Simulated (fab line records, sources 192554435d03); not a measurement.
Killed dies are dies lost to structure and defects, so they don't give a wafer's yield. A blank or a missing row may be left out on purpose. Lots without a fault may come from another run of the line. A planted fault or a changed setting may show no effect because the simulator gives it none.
fab line records | flow n5_finfet | part 1 of 2: steps 1 to 4 of 6
record lots=22 wafers=66 last_day=19
route steps=1938 shown BEOL_M9@1458 BEOL_M10@1471
lots that met no fault: from a run of the same line without faults
start_h: hours from the record's first day to the start of the lot's first wafer shown | wait_h: hours since the lot's step before | " the same as in the row above | L1.1+2: a row that stands for several wafers | - no value, or no start given | * or withheld: withheld | < > ~ a bound
route shown NAME@n: a module of which the file shows steps, and the number in the route of the first | usual: mean/standard deviation of fault-free wafers | same: alike in all rows | chamber/n: place in a boat | sites: the reading at each site | _std_site: their standard deviation | _edge_site: outer sites' mean less inner sites' | radius_mm: how far each site lies from the wafer's centre | mask NAME#n: copy n | behind: the tool/chamber that last shaped the wafer | hold: why the lot was held/for how many hours/how that ended | device: the transistor (n, p or np) that didn't switch | end of line: the same wafers' tests at the end of the route | a step without rows: its recipe alone | killed: dies lost to structure and defects at the first sort, not the wafer's yield | map: a wafer's dies, x killed, . not, _ none there
set.NAME: the setting as run; set.NAME@STEP: as run at that earlier step | model.NAME: the simulator's own value behind a step, which no gauge read
steps of the route over a sample of lots; a table a step, a row a wafer
services: from which hour (start_h, from the record's first day; less than 0 if before it) a tool's chamber was out of use, for how many hours, and why
## steps
# step N5_BEOL_M9_ALD_74
# recipe material=TaN target_thk_a=20 temp_c=275 ald_precursor_family=PDMAT ald_co_reactant=NH3 pressure_torr=3 carrier_flow_sccm=1500 pulse_time_s=2 purge_time_s=3 co_reactant_purge_time_s=2 co_reactant_pulse_time_s=3 ald_cycles=40 precursor_vessel_temp_c=75 precursor_vessel_pressure_torr=26.25 precursor_vessel_carrier_sccm=1000
# usual chamber_pressure_Torr=3.000/0.0064 heater_power_w=410/53 precursor_vessel_temp_c=74.99/0.13 susceptor_temp_C=274.98/0.19
# columns lot.wafer tool chamber start_h wait_h chamber_pressure_Torr heater_power_w precursor_vessel_temp_c susceptor_temp_C
L074.1 ald_metal-04 1 204.32 0.0 2.999 445 74.93 274.87
L074.3 " 0 " " 3.006 454 75.24 275.00
L074.5 " 3 " " 3.003 352 74.95 274.94
L076.3 ald_metal-02 3 213.18 0.0 2.996 385 75.06 275.03
L076.4 " 1 " " 3.001 382 75.03 274.70
L076.6 " 0 " " 2.998 411 75.05 274.72
L075.2 ald_metal-02 0 214.22 0.0 2.990 423 75.05 274.89
L075.4 " 2 " " 2.999 506 74.92 274.82
L075.5 " 0 " " 2.982 421 74.98 274.95
L077.2 ald_metal-04 0 219.85 0.1 3.001 442 75.00 275.15
L077.4 " 2 " " 3.003 349 75.10 275.19
L077.5 " 2 " " 3.002 339 74.89 274.92
L078.1 ald_metal-04 1 222.08 0.0 3.008 447 74.93 275.16
L078.3 " 0 " " 2.993 439 75.34 274.43
L078.5 " 3 " " 2.995 352 74.98 274.85
L079.1 ald_metal-01 2 226.85 0.0 2.995 422 75.03 274.64
L079.2 " 1 " " 2.998 390 75.18 274.91
L079.6 " 1 " " 2.992 389 75.22 274.96
L080.2 ald_metal-02 1 229.31 0.0 2.990 376 75.07 275.01
L080.3 " 2 " " 3.002 513 74.88 275.39
L080.4 " 0 " " 3.015 432 74.94 275.01
L082.2 ald_metal-02 1 231.98 0.0 3.000 386 74.92 274.94
L082.3 " 0 " " 2.996 412 74.73 274.80
L082.4 " 3 " " 2.986 378 75.18 274.77
L081.2 ald_metal-02 1 237.71 0.0 3.000 391 74.99 275.02
L081.3 " 0 " " 3.006 419 75.05 274.92
L081.5 " 3 " " 2.993 378 74.74 275.19
L083.1 ald_metal-02 1 238.89 0.0 2.994 381 75.11 274.75
L083.2 " 3 " " 2.999 374 74.95 274.88
L083.4 " 0 " " 3.008 432 74.81 274.62
L084.1 ald_metal-02 1 245.35 0.0 3.012 388 75.03 275.18
L084.2 " 2 " " 2.992 508 74.98 274.97
L084.4 " 0 " " 3.002 421 75.03 275.18
L088.2 ald_metal-02 0 324.81 0.0 3.005 425 75.17 275.30
L088.3 " 1 " " 3.007 383 74.95 274.86
L088.5 " 0 " " 3.001 424 75.19 274.97
L095.2 ald_metal-02 0 335.99 0.0 3.002 426 75.12 274.77
L095.5 " 2 " " 3.005 521 74.82 275.34
L095.6 " 1 " " 2.987 380 75.11 274.99
L094.3 ald_metal-02 2 338.15 0.1 3.006 512 74.75 275.14
L094.4 " 3 " " 2.999 379 74.80 275.13
L094.5 " 2 " " 3.003 511 74.83 275.03
L085.2 ald_metal-04 2 338.48 0.0 2.989 347 74.98 274.87
L085.4 " 1 " " 3.006 455 74.86 274.77
L085.6 " 3 " " 2.999 358 75.10 274.62
L089.3 ald_metal-02 3 348.54 0.0 2.999 368 75.13 275.01
L089.5 " 1 " " 3.008 378 75.14 275.02
L089.6 " 2 " " 3.002 519 74.99 275.02
L091.1 ald_metal-02 2 357.45 0.0 3.002 515 75.00 274.97
L091.2 " 3 " " 3.002 372 74.82 274.92
L091.3 " 0 " " 3.007 423 75.14 274.77
L093.2 ald_metal-01 3 370.38 0.1 3.012 446 75.00 275.31
L093.3 " 2 " " 3.004 379 75.02 274.98
L093.6 " 1 " " 2.995 377 75.01 275.22
L087.1 ald_metal-01 0 370.64 0.1 3.010 367 74.87 275.13
L087.2 " 1 " " 2.995 379 75.04 274.71
L087.3 " 2 " " 2.999 381 75.31 274.87
L096.1 ald_metal-02 3 374.73 0.0 3.005 380 74.88 274.92
L096.4 " 2 " " 3.004 505 74.88 274.78
L096.5 " 3 " " 2.994 379 75.07 274.80
L086.3 ald_metal-04 0 380.44 0.0 2.994 450 75.01 274.92
L086.4 " 2 " " 2.999 346 75.08 274.78
L086.5 " 3 " " 3.002 349 74.87 275.10
L097.1 ald_metal-04 1 381.12 0.1 3.000 453 74.93 275.19
L097.3 " 3 " " 3.000 344 75.02 274.94
L097.6 " 0 " " 3.001 438 75.13 275.24
# step N5_BEOL_M10_CURE_71
# recipe temp_c=385 time_s=240 ambient=He/Ar material=SiCOH_lowk
# usual lamp_power_pct=52.31/0.053 wafer_temp_C_max=387.6/0.71
# columns lot.wafer tool chamber start_h wait_h lamp_power_pct wafer_temp_C_max
L074.1 uv_cure-02 1 207.00 0.0 52.37 387.4
L074.3 " 1 " " 52.25 386.9
L074.5 " 1 " " 52.30 387.5
L076.3 uv_cure-02 1 215.46 0.2 52.33 388.0
L076.4 " 1 " " 52.37 387.7
L076.6 " 1 " " 52.24 387.3
L075.2 uv_cure-02 0 216.16 0.3 52.36 387.4
L075.4 " 0 " " 52.26 388.8
L075.5 " 0 " " 52.29 387.2
L077.2 uv_cure-02 0 221.94 0.5 52.30 387.4
L077.4 " 0 " " 52.29 387.1
L077.5 " 0 " " 52.36 387.8
L078.1 uv_cure-02 0 223.86 0.0 52.39 387.6
L078.3 " 0 " " 52.41 387.1
L078.5 " 0 " " 52.29 390.3
L079.1 uv_cure-03 1 228.43 0.1 52.23 386.7
L079.2 " 1 " " 52.32 386.3
L079.6 " 1 " " 52.36 387.2
L080.2 uv_cure-01 2 231.11 0.2 52.29 387.2
L080.3 " 2 " " 52.32 387.4
L080.4 " 2 " " 52.29 388.7
L082.2 uv_cure-02 1 234.72 0.1 52.39 387.5
L082.3 " 1 " " 52.27 387.3
L082.4 " 1 " " 52.31 387.8
L081.2 uv_cure-01 1 239.34 0.1 52.32 386.3
L081.3 " 1 " " 52.27 386.8
L081.5 " 1 " " 52.30 386.9
L083.1 uv_cure-02 0 240.51 0.1 52.36 386.9
L083.2 " 0 " " 52.34 387.4
L083.4 " 0 " " 52.35 387.2
L084.1 uv_cure-01 1 246.99 0.0 52.30 386.1
L084.2 " 1 " " 52.40 387.0
L084.4 " 1 " " 52.30 387.1
L088.2 uv_cure-01 2 326.45 0.1 52.37 388.0
L088.3 " 2 " " 52.38 388.5
L088.5 " 2 " " 52.36 387.6
L095.2 uv_cure-03 0 339.17 0.1 52.39 387.5
L095.5 " 0 " " 52.29 387.3
L095.6 " 0 " " 52.27 387.7
L094.3 uv_cure-03 0 340.01 0.2 52.38 387.7
L094.4 " 0 " " 52.30 388.0
L094.5 " 0 " " 52.41 387.8
L085.2 uv_cure-01 2 340.72 0.1 52.30 387.6
L085.4 " 2 " " 52.26 388.1
L085.6 " 2 " " 52.38 388.4
L089.3 uv_cure-03 0 350.48 0.2 52.44 388.4
L089.5 " 0 " " 52.29 386.5
L089.6 " 0 " " 52.27 387.9
L091.1 uv_cure-01 2 359.34 0.0 52.30 388.7
L091.2 " 2 " " 52.33 388.6
L091.3 " 2 " " 52.26 388.4
L093.2 uv_cure-02 1 372.07 0.1 52.33 387.0
L093.3 " 1 " " 52.25 387.3
L093.6 " 1 " " 52.28 387.9
L087.1 uv_cure-02 0 372.47 0.2 52.37 386.8
L087.2 " 0 " " 52.28 387.4
L087.3 " 0 " " 52.35 386.7
L096.1 uv_cure-01 2 376.39 0.0 52.23 387.9
L096.4 " 2 " " 52.29 387.8
L096.5 " 2 " " 52.37 387.8
L086.3 uv_cure-02 1 382.95 0.3 52.26 387.5
L086.4 " 1 " " 52.43 388.2
L086.5 " 1 " " 52.36 388.2
L097.1 uv_cure-03 0 383.18 0.0 52.36 389.2
L097.3 " 0 " " 52.40 388.6
L097.6 " 0 " " 52.27 387.9
# step N5_BEOL_M10_STRIP_67
# recipe chemistry=CF4 resist=SiARC power_w=300 bias_power_w=75 pressure_mtorr=50 cf4_flow_sccm=150 rf_frequency_hz=6e+07
# usual cf4_flow_sccm=150.0/0.46 drypump_motor_current_A=5.9/0.44 oes_product_au=0.82/0.076 rf_vpp_V=271.5/1.6 showerhead_plenum_p_Torr=1.81/0.064 throttle_valve_pct=13.54/0.25
# columns lot.wafer tool chamber start_h wait_h cf4_flow_sccm drypump_motor_current_A oes_product_au rf_hours_counter_h rf_vpp_V showerhead_plenum_p_Torr throttle_valve_pct
L074.1 rie_diel-03 3 209.45 0.0 150.2 5.4 0.82 58 274.0 1.88 13.26
L074.3 " 0 " " 149.6 5.6 0.69 250 268.5 1.71 13.98
L074.5 " 2 " " 149.7 5.1 0.71 - 269.6 1.76 13.61
L076.3 rie_diel-02 0 216.75 0.0 150.0 6.4 0.72 201 268.3 1.71 13.78
L076.4 " 3 " " 150.0 6.3 0.87 52 271.5 1.81 13.45
L076.6 " 0 " " 150.4 6.4 0.72 - 271.2 1.71 13.81
L075.2 rie_diel-04 0 217.94 0.0 150.0 6.3 0.91 24 268.8 1.78 13.31
L075.4 " 2 " " 149.3 6.3 0.71 215 268.6 1.71 14.12
L075.5 " 2 " " 149.3 6.3 0.71 - 269.6 1.71 14.12
L077.2 rie_diel-04 1 223.43 0.0 149.5 6.3 0.86 56 273.4 1.83 13.58
L077.4 " 3 " " 149.6 5.3 0.86 46 269.6 1.75 13.23
L077.5 " 3 " " 149.2 5.3 0.85 - 270.6 1.75 13.23
L078.1 rie_diel-02 0 225.22 0.0 150.7 6.4 0.71 205 268.8 1.71 13.82
L078.3 " 3 " " 149.3 6.3 0.86 56 270.5 1.81 13.46
L078.5 " 0 " " 149.9 6.4 0.70 - 268.1 1.71 13.79
L079.1 rie_diel-03 2 230.17 0.0 150.1 5.1 0.70 221 271.2 1.76 13.65
L079.2 " 1 " " 150.3 5.9 0.82 78 271.4 1.83 13.87
L079.6 " 2 " " 149.9 5.1 0.71 - 270.2 1.76 13.64
L080.2 rie_diel-03 1 232.48 0.0 149.5 5.9 0.82 79 269.7 1.83 13.89
L080.3 " 3 " " 150.7 5.4 0.81 69 272.9 1.88 13.28
L080.4 " 3 " " 150.9 5.4 0.82 - 273.3 1.88 13.28
L082.2 rie_diel-02 1 235.94 0.0 150.0 6.2 0.87 33 274.1 1.89 13.22
L082.3 " 3 " " 149.4 6.4 0.85 60 271.7 1.81 13.47
L082.4 " 2 " " 149.4 6.0 0.76 154 273.9 1.86 13.52
L081.2 rie_diel-02 3 240.70 0.0 150.0 6.3 0.85 61 270.2 1.81 13.47
L081.3 " 2 " " 150.6 6.0 0.76 155 273.3 1.86 13.53
L081.5 " 2 " " 149.9 6.0 0.77 - 273.2 1.86 13.52
L083.1 rie_diel-02 0 242.11 0.0 149.6 6.4 0.70 211 269.5 1.71 13.82
L083.2 " 3 " " 149.0 6.3 0.86 62 271.4 1.81 13.49
L083.4 " 2 " " 150.1 6.0 0.75 156 272.6 1.86 13.54
L084.1 rie_diel-03 2 248.95 0.0 149.9 5.1 0.69 229 270.8 1.76 13.68
L084.2 " 3 " " 151.1 5.4 0.82 76 272.4 1.88 13.32
L084.4 " 3 " " 150.5 5.4 0.81 - 273.4 1.88 13.31
L088.2 rie_diel-04 0 329.53 0.0 150.7 6.3 0.86 55 270.3 1.77 13.40
L088.3 " 1 " " 150.3 6.3 0.83 87 272.5 1.82 13.65
L088.5 " 3 " " 150.0 5.3 0.82 - 269.4 1.74 13.29
L095.2 rie_diel-02 0 343.12 0.0 149.5 6.4 0.69 242 269.6 1.70 13.88
L095.5 " 2 " " 150.2 6.0 0.73 - 270.6 1.85 13.61
L095.6 " 3 " " 150.0 6.3 0.82 - 273.4 1.80 13.55
L094.3 rie_diel-03 1 343.45 0.0 150.3 5.9 0.78 115 270.5 1.82 13.96
L094.4 " 0 " " 149.0 5.7 0.92 27 272.9 1.92 13.46
L094.5 " 1 " " 150.0 5.9 0.78 - 271.4 1.82 13.95
L085.2 rie_diel-03 3 343.81 0.0 150.4 5.4 0.78 104 271.9 1.87 13.37
L085.4 " 2 " " 149.8 5.1 0.95 2 270.3 1.75 13.14
L085.6 " 2 " " 149.8 5.1 0.97 - 270.6 1.75 13.17
L089.3 rie_diel-03 3 353.60 0.0 150.2 5.4 0.78 107 271.1 1.87 13.37
L089.5 " 2 " " 150.5 5.1 0.95 - 271.0 1.75 13.16
L089.6 " 3 " " 149.5 5.4 0.78 - 273.2 1.87 13.39
L091.1 rie_diel-04 3 361.59 0.0 149.8 5.3 0.81 87 271.0 1.74 13.33
L091.2 " 1 " " 149.7 6.3 0.82 98 271.3 1.81 13.68
L091.3 " 2 " " 149.8 6.3 0.98 2 272.7 1.91 13.63
L093.2 rie_diel-04 0 374.73 0.0 150.3 6.3 0.83 71 269.1 1.77 13.44
L093.3 " 1 " " 149.8 6.3 0.82 102 272.9 1.81 13.68
L093.6 " 2 " " 150.3 6.3 0.96 - 274.0 1.91 13.64
L087.1 rie_diel-03 1 374.97 0.0 150.4 5.9 0.78 126 271.8 1.82 13.98
L087.2 " 0 " " 150.4 5.7 0.90 38 273.0 1.91 13.52
L087.3 " 3 " " 150.0 5.4 0.77 115 273.8 1.87 13.40
L096.1 rie_diel-04 2 378.35 0.0 149.1 6.2 0.95 7 272.9 1.91 13.66
L096.4 " 1 " " 150.4 6.3 0.81 104 271.0 1.81 13.71
L096.5 " 0 " " 150.5 6.3 0.84 - 269.6 1.76 13.44
L086.3 rie_diel-02 3 386.69 0.0 150.1 6.3 0.80 114 270.8 1.80 13.58
L086.4 " 1 " " 150.4 6.2 0.80 84 273.5 1.88 13.33
L086.5 " 0 " " 149.8 6.4 0.98 - 268.0 1.70 13.36
L097.1 rie_diel-04 2 386.80 0.0 149.7 6.3 0.94 9 272.5 1.91 13.65
L097.3 " 0 " " 150.1 6.3 0.83 75 269.9 1.76 13.44
L097.6 " 3 " " 149.5 5.3 0.80 - 271.2 1.73 13.37
# step N5_BEOL_M10_HM_OPEN_17
# recipe chemistry=Cl2/BCl3 target_depth_a=200 overetch_a=60 target=TiN mask_material=SOC ion_energy_ev=150 pressure_mtorr=10 icp_w=1000 bias_w=126 Cl2_flow_sccm=53.25 bcl3_flow_sccm=21.75 Ar_flow_sccm=25
# usual bcl3_flow_sccm=21.75/0.06 drypump_motor_current_A=5.7/0.32 mfc_cl2_sccm=53.23/0.17 oes_ar_750_au=0.80/0.069 oes_product_au=0.68/0.064 throttle_valve_pct=22.07/0.2
# columns lot.wafer tool chamber start_h wait_h bcl3_flow_sccm drypump_motor_current_A mfc_cl2_sccm oes_ar_750_au oes_product_au rf_hours_counter_h throttle_valve_pct
L074.1 rie_metal-03 0 209.49 0.0 21.65 6.0 53.30 0.84 0.74 20 22.13
L074.3 " 1 " " 21.87 6.1 53.29 0.61 0.50 - 22.32
L074.5 " 1 " " 21.88 6.2 52.99 0.61 0.51 - 22.34
L076.3 rie_metal-03 1 216.82 0.1 21.75 6.1 53.56 0.61 0.50 - 22.34
L076.4 " 0 " " 21.73 6.0 53.19 0.84 0.73 - 22.14
L076.6 " 1 " " 21.75 6.1 53.07 0.61 0.50 - 22.33
L075.2 rie_metal-02 1 217.98 0.0 21.79 5.7 52.80 0.86 0.73 11 22.07
L075.4 " 1 " " 21.77 5.6 53.14 0.85 0.73 - 22.05
L075.5 " 0 " " 21.66 5.9 53.18 0.79 0.67 - 21.68
L077.2 rie_metal-01 1 223.47 0.0 21.78 5.1 53.53 0.78 0.67 36 22.10
L077.4 " 0 " " 21.75 5.8 53.25 0.58 0.52 - 22.60
L077.5 " 1 " " 21.90 5.1 53.35 0.78 0.68 - 22.09
L078.1 rie_metal-03 0 225.26 0.0 21.80 6.0 53.12 0.82 0.72 22 22.18
L078.3 " 0 " " 21.85 6.0 52.83 0.83 0.72 - 22.16
L078.5 " 0 " " 21.79 5.9 52.72 0.83 0.71 - 22.17
L079.1 rie_metal-01 1 230.21 0.0 21.77 5.1 53.35 0.79 0.66 37 22.11
L079.2 " 1 " " 21.71 5.1 53.39 0.78 0.66 - 22.11
L079.6 " 1 " " 21.72 5.1 53.16 0.79 0.66 - 22.11
L080.2 rie_metal-02 0 232.52 0.0 21.73 5.9 52.97 0.78 0.66 36 21.71
L080.3 " 1 " " 21.70 5.7 53.24 0.85 0.72 - 22.04
L080.4 " 0 " " 21.65 5.9 53.15 0.79 0.66 - 21.69
L082.2 rie_metal-02 1 235.98 0.0 21.69 5.7 53.00 0.84 0.74 14 22.03
L082.3 " 1 " " 21.72 5.6 52.97 0.84 0.72 - 22.04
L082.4 " 0 " " 21.83 5.9 53.42 0.79 0.66 - 21.68
L081.2 rie_metal-03 0 240.77 0.1 21.77 6.0 53.34 0.81 0.72 - 22.16
L081.3 " 0 " " 21.81 6.0 53.21 0.82 0.72 - 22.17
L081.5 " 0 " " 21.76 6.0 53.47 0.82 0.72 - 22.14
L083.1 rie_metal-03 0 242.15 0.0 21.71 6.0 53.47 0.82 0.72 25 22.15
L083.2 " 0 " " 21.68 6.0 53.11 0.82 0.72 - 22.15
L083.4 " 0 " " 21.75 5.9 53.09 0.82 0.72 - 22.15
L084.1 rie_metal-01 1 248.99 0.0 21.75 5.1 53.13 0.77 0.67 39 22.11
L084.2 " 0 " " 21.65 5.8 53.09 0.93 0.83 0 22.23
L084.4 " 0 " " 21.70 5.8 53.43 0.93 0.82 - 22.24
L088.2 rie_metal-02 0 329.58 0.0 21.87 5.9 53.37 0.76 0.64 45 21.72
L088.3 " 1 " " 21.72 5.6 53.18 0.82 0.70 - 22.07
L088.5 " 0 " " 21.69 5.9 53.42 0.76 0.63 - 21.72
L095.2 rie_metal-01 0 343.16 0.0 21.82 5.8 53.29 0.87 0.75 7 22.28
L095.5 " 0 " " 21.72 5.8 53.18 0.86 0.77 - 22.27
L095.6 " 1 " " 21.73 5.1 53.10 0.75 0.65 - 22.11
L094.3 rie_metal-01 1 343.53 0.1 21.74 5.1 53.46 0.76 0.64 - 22.14
L094.4 " 0 " " 21.84 5.8 53.44 0.86 0.76 - 22.28
L094.5 " 0 " " 21.77 5.8 53.40 0.86 0.76 - 22.26
L085.2 rie_metal-02 1 343.85 0.0 21.78 5.6 53.16 0.81 0.69 21 22.09
L085.4 " 1 " " 21.78 5.6 53.34 0.82 0.69 - 22.10
L085.6 " 1 " " 21.75 5.7 53.36 0.82 0.69 - 22.08
L089.3 rie_metal-02 1 353.67 0.1 21.78 5.6 53.20 0.81 0.71 - 22.07
L089.5 " 0 " " 21.81 5.9 53.23 0.75 0.64 - 21.71
L089.6 " 1 " " 21.84 5.6 52.98 0.81 0.70 - 22.08
L091.1 rie_metal-02 0 361.63 0.0 21.80 5.9 53.30 0.75 0.64 47 21.72
L091.2 " 1 " " 21.70 5.6 53.41 0.80 0.70 22 22.07
L091.3 " 0 " " 21.81 5.9 53.00 0.75 0.63 - 21.73
L093.2 rie_metal-01 0 374.77 0.0 21.73 5.8 53.35 0.85 0.75 9 22.29
L093.3 " 0 " " 21.66 5.8 53.31 0.85 0.75 - 22.27
L093.6 " 1 " " 21.83 5.1 53.18 0.75 0.64 - 22.12
L087.1 rie_metal-03 0 375.01 0.0 21.70 6.0 53.35 0.78 0.69 35 22.17
L087.2 " 1 " " 21.75 6.1 53.37 0.92 0.76 10 22.02
L087.3 " 0 " " 21.70 6.0 53.63 0.78 0.68 - 22.19
L096.1 rie_metal-02 1 378.39 0.0 21.71 5.7 52.99 0.81 0.69 23 22.10
L096.4 " 1 " " 21.71 5.7 53.04 0.81 0.69 - 22.09
L096.5 " 1 " " 21.77 5.6 53.44 0.81 0.69 - 22.09
L086.3 rie_metal-02 1 386.77 0.1 21.67 5.7 53.38 0.81 0.68 - 22.08
L086.4 " 0 " " 21.64 5.9 53.10 0.75 0.63 - 21.72
L086.5 " 0 " " 21.73 5.9 53.00 0.75 0.63 - 21.73
L097.1 rie_metal-01 0 386.84 0.0 21.67 5.8 53.31 0.85 0.74 10 22.28
L097.3 " 1 " " 21.72 5.1 53.16 0.75 0.64 - 22.14
L097.6 " 0 " " 21.71 5.8 53.22 0.85 0.74 - 22.28
